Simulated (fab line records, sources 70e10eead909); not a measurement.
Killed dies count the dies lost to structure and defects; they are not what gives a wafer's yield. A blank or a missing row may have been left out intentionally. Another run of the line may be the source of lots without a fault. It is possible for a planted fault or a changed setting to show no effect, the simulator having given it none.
Comparing a struck lot with a sound one :: flow nand_harc :: 14 out of 1302 route steps
Sound: wafers L183.1, L183.3, L183.4. Struck: wafer L184.4 (left out: L184.5, L184.6 of the same lot, which were not struck); the cause appears at the end.
Per side, at each step with rows, come the tool, then ch with its chambers, and then its first start. Under that, the readings that differ: sound wafers :: struck wafers :: difference of the means :: sigmas: that difference in standard deviations of wafers without a fault.
alike: words and numbers the same on both sides, and readings whose means are apart by under 2 such deviations; not compared: readings that were withheld, readings missing a value for some wafer, numbers with overlapping values and no deviation given by the record, and bounds like >300 which may hide the same value.
Wherever a step has rows on one side only, a row that says differs or no value, or a row with sigmas, the two part there. Non-overlapping numbers with no deviation appear without sigmas and do not part them. Lack of a reading on every wafer of one side parts them only where that side has two or more wafers.

NHARC_A_SLIT_ETCH_26: etches the open film in C4F8/O2/Ar, time 90 s, target depth 400 nm.
  sound on har_etch-02 ch 0,1, day 21 13:16; struck on har_etch-02 ch 0, day 23 08:55
  alike: chamber_pressure_mTorr, drypump_motor_current_A, showerhead_plenum_p_Torr, throttle_valve_pct
  not compared: rf_hours_counter_h
then, 1 step without rows for these wafers: NHARC_A_SLIT_STRIP_28 (strips in O2/COS).
NHARC_A_SLIT_ETCH_29: etches the open film in CF4/O2, target depth 100 nm, overetch 10 nm, time 55 s.
  sound on rie_diel-04 ch 0,1,2, day 21 14:09; struck on rie_diel-09 ch 1, day 23 09:43
reading: rf_hours_counter_h (h)
sound: 8 7 8
struck: 0
difference: -8
sigmas: 
  alike: chamber_pressure_mTorr, drypump_motor_current_A, oes_product_au, rf_vpp_V, showerhead_plenum_p_Torr, throttle_valve_pct
NHARC_A_SLIT_STRIP_18: strips in O2.
  sound: rie_diel-04 ch 0,1,3; struck: rie_diel-09 ch 1
reading: rf_hours_counter_h (h)
sound: 7 8 8
struck: 0
difference: -8
sigmas: 
  alike: chamber_pressure_mTorr, drypump_motor_current_A, oes_product_au, rf_vpp_V, showerhead_plenum_p_Torr, throttle_valve_pct
then, 2 steps without rows for these wafers: NHARC_A_SLIT_PRECLEAN_19 (cleans in SC1); NHARC_A_SLIT_SRD_20.
NHARC_A_SLIT_CD_MEAS_21:
  sound on cd_sem-03, day 21 14:43; struck on cd_sem-01, day 23 10:15
  alike: cd_nm
then, 3 steps without rows for these wafers: NHARC_A_SIN_REMOVE_WET_00 (chemistry H3PO4, time 15300 s); NHARC_A_SIN_REMOVE_PRECLEAN_01 (cleans in SC1); NHARC_A_SIN_REMOVE_SRD_02.
NHARC_A_SIN_REMOVE_INSPECT_04:
  sound on defect_inspect-01, day 21 21:14; struck on defect_inspect-01, day 23 16:53
  alike: raw_defect_count
NHARC_A_WL_FILL_ALD_00: deposits Al2O3, target thk 3 nm, pulse time 3 s, ald cycles 30.
  sound on ald_hk-01 ch 0,1,2, day 21 21:18; struck on ald_hk-01 ch 1, day 23 18:19
reading: ald_cycles
sound: 30 30 30
struck: 33
difference: +3
sigmas: 

reading: precursor_pulse_height_rel
sound: 1.000 0.994 1.009
struck: 0.957
difference: -0.044
sigmas: -2
  alike: heater_power_outer_w, heater_power_w
NHARC_A_WL_FILL_RTA_01: time 5 s.
  sound on rtp_anneal-01 ch 0, day 21 21:34; struck on rtp_anneal-02 ch 0, day 23 18:40
reading: lamp_power_pct (%)
sound: 31.9 31.9 31.9
struck: 29.0
difference: -2.9
sigmas: -2

reading: lamp_zone_3_pct (%)
sound: 31.9 31.9 31.9
struck: 29.0
difference: -2.9
sigmas: -2
  alike: wafer_temp_C_max
NHARC_END_SORT_01:
  the record has rows for the sound wafers here (prober-02 ch 0, day 26 00:40) and none for the struck ones

WHERE THEY PART
Earliest at NHARC_A_WL_FILL_ALD_00; latest, in this record, at NHARC_END_SORT_01.

WHY: what the simulator had put in
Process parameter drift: ald_hk-01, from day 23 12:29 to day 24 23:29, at NHARC_A_WL_FILL_ALD_00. The setting ald_cycles was moved by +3, starting from 30. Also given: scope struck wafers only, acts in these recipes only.
